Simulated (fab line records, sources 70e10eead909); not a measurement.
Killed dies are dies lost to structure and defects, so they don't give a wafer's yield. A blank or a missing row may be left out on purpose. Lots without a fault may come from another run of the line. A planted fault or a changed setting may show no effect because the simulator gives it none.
Tool commonality check | flow nand_harc | 12 lots, 42 wafers sampled

WHY IT WAS OPENED
At NHARC_A_M0_THK_MEAS_24 the reading thk_nm is flagged on 2 of 12 lots. Wafers without a fault read 113.7 nm, standard deviation 1.7.
Rule: a lot is flagged when every wafer of it that has a number lies more than 4 standard deviations from that mean, or none has a number. The other lots count as sound.

lot  | measured     | on            | thk_nm (nm), wafer by wafer         | flag
L185 | day 17 15:20 | film_metro-01 | 114.4 114.7 115.1                   |
L187 | day 17 22:35 | film_metro-02 | 113.5 114.0 113.6                   |
L188 | day 19 01:42 | film_metro-02 | 114.5 115.4 114.4                   |
L190 | day 20 02:07 | film_metro-01 | 112.9 114.2 118.1                   |
L192 | day 20 09:41 | film_metro-02 | 116.5 112.9 110.4                   |
L196 | day 21 22:15 | film_metro-02 | 113.0 115.5 111.3                   |
L197 | day 21 22:43 | film_metro-01 | 402.0 402.6 400.6 401.5 401.6 399.6 | FLAGGED
L198 | day 22 04:04 | film_metro-01 | 400.4 396.0 397.8 399.5 395.1 398.8 | FLAGGED
L202 | day 23 00:14 | film_metro-01 | 112.3 111.0 114.0                   |
L203 | day 23 03:31 | film_metro-02 | 111.8 114.8 115.5                   |
L205 | day 23 11:22 | film_metro-02 | 113.6 111.2 112.4                   |
L207 | day 24 02:49 | film_metro-02 | 113.3 116.8 116.0                   |
The numbers of the flagged lots are 399.6 nm on average: +285.9 nm against the usual, or +99 or more standard deviations.

WHICH TOOL RAN EACH LOT
The record holds 4 process steps before the reading, out of a route of 1159 steps. In each cell: the tool, then ch and the chambers that the sampled wafers went through, then the start.
lot  | flag    | NHARC_A_M0_DESCUM_14               | NHARC_A_M0_ETCH_34                 | NHARC_A_M0_PVD_20                       | NHARC_A_M0_CMP_23
L185 |         | rie_diel-04 ch 0,2,3, day 17 12:55 | rie_diel-04 ch 0,1,2, day 17 13:00 | pvd_sputter-03, day 17 15:01 or earlier | cmp-03 ch 0,1,2, day 17 15:01
L187 |         | rie_diel-04 ch 2,3, day 17 20:13   | rie_diel-04 ch 0,3, day 17 20:18   | pvd_sputter-03, day 17 22:16 or earlier | cmp-03 ch 0,2, day 17 22:16
L188 |         | rie_diel-10 ch 1,2, day 18 23:23   | rie_diel-10 ch 1,2, day 18 23:28   | pvd_sputter-03, day 19 01:23 or earlier | cmp-04 ch 2,3, day 19 01:23
L190 |         | rie_diel-05 ch 0,1,2, day 19 23:26 | rie_diel-05 ch 1,2,3, day 19 23:31 | pvd_sputter-03, day 20 01:50 or earlier | cmp-01 ch 0,1,3, day 20 01:50
L192 |         | rie_diel-05 ch 0,3, day 20 07:21   | rie_diel-05 ch 0,1,2, day 20 07:26 | pvd_sputter-01, day 20 09:22 or earlier | cmp-01 ch 0,3, day 20 09:22
L196 |         | rie_diel-04 ch 0,2,3, day 21 19:56 | rie_diel-04 ch 0,2, day 21 20:01   | pvd_sputter-01, day 21 21:59 or earlier | cmp-03 ch 1,2,3, day 21 21:59
L197 | FLAGGED | rie_diel-10 ch 0,1,2, day 21 20:24 | rie_diel-10 ch 0,2,3, day 21 20:29 | pvd_sputter-03, day 21 22:25 or earlier | cmp-04 ch 0,1,3, day 21 22:25
L198 | FLAGGED | rie_diel-05 ch 0,1,3, day 22 01:42 | rie_diel-05 ch 1,3, day 22 01:48   | pvd_sputter-01, day 22 03:47 or earlier | cmp-01 ch 1,2,3, day 22 03:47
L202 |         | rie_diel-10 ch 0,1,3, day 22 21:56 | rie_diel-10 ch 0,1,2, day 22 22:01 | pvd_sputter-01, day 22 23:56 or earlier | cmp-04 ch 1,2,3, day 22 23:56
L203 |         | rie_diel-04 ch 1,2,3, day 23 01:11 | rie_diel-04 ch 1,2,3, day 23 01:15 | pvd_sputter-03, day 23 03:14 or earlier | cmp-04 ch 0,1,2, day 23 03:14
L205 |         | rie_diel-04 ch 0,3, day 23 09:01   | rie_diel-04 ch 0,1,2, day 23 09:06 | pvd_sputter-02, day 23 11:07 or earlier | cmp-04 ch 0,1,2, day 23 11:07
L207 |         | rie_diel-10 ch 1,2,3, day 24 00:30 | rie_diel-10 ch 0,1,2, day 24 00:35 | pvd_sputter-02, day 24 02:32 or earlier | cmp-01 ch 0,1,3, day 24 02:32
What these steps do:
- NHARC_A_M0_DESCUM_14: chemistry O2, time 3 s.
- NHARC_A_M0_ETCH_34: etches the open film in N2/H2, target depth 40 nm, overetch 12 nm, time 43.94 s.
- NHARC_A_M0_PVD_20: deposits TaN, target thk 5 nm, time 8.06 s.
- NHARC_A_M0_CMP_23: polishes, t overpolish 20 s, target thk 113.75 nm.
- NHARC_A_M0_THK_MEAS_24: measures by xrf.

FLAGGED OVER TOTAL, TOOL BY TOOL (the gauges that took the reading come last)
step                   | tool           | lots run | flagged | share of the flagged lots | sound lots run after its first flagged lot
NHARC_A_M0_DESCUM_14   | rie_diel-04    | 5        | 0       | none                      | -
NHARC_A_M0_DESCUM_14   | rie_diel-05    | 3        | 1       | some                      | 0
NHARC_A_M0_DESCUM_14   | rie_diel-10    | 4        | 1       | some                      | 2 (L202,L207)
NHARC_A_M0_ETCH_34     | rie_diel-04    | 5        | 0       | none                      | -
NHARC_A_M0_ETCH_34     | rie_diel-05    | 3        | 1       | some                      | 0
NHARC_A_M0_ETCH_34     | rie_diel-10    | 4        | 1       | some                      | 2 (L202,L207)
NHARC_A_M0_PVD_20      | pvd_sputter-01 | 4        | 1       | some                      | 1 (L202)
NHARC_A_M0_PVD_20      | pvd_sputter-02 | 2        | 0       | none                      | -
NHARC_A_M0_PVD_20      | pvd_sputter-03 | 6        | 1       | some                      | 1 (L203)
NHARC_A_M0_CMP_23      | cmp-01         | 4        | 1       | some                      | 1 (L207)
NHARC_A_M0_CMP_23      | cmp-03         | 3        | 0       | none                      | -
NHARC_A_M0_CMP_23      | cmp-04         | 5        | 1       | some                      | 3 (L202,L203,L205)
NHARC_A_M0_THK_MEAS_24 | film_metro-01  | 5        | 2       | all                       | 1 (L202)
NHARC_A_M0_THK_MEAS_24 | film_metro-02  | 7        | 0       | none                      | -
NHARC_A_M0_PVD_20 gives no start for some lots, so the hours and the order of its lots are those of NHARC_A_M0_CMP_23.

WHAT THE TABLE ALLOWS
1 row of the table ran every flagged lot: film_metro-01 at NHARC_A_M0_THK_MEAS_24.
- film_metro-01 at NHARC_A_M0_THK_MEAS_24: 2 of its 5 lots flagged. Sound lots ran on it after the first flagged one (L202), which a lasting fault on the whole tool wouldn't allow.
No row of the table ran every flagged lot and no sound lot after the first.

WHAT THE SIMULATOR HAD PUT IN
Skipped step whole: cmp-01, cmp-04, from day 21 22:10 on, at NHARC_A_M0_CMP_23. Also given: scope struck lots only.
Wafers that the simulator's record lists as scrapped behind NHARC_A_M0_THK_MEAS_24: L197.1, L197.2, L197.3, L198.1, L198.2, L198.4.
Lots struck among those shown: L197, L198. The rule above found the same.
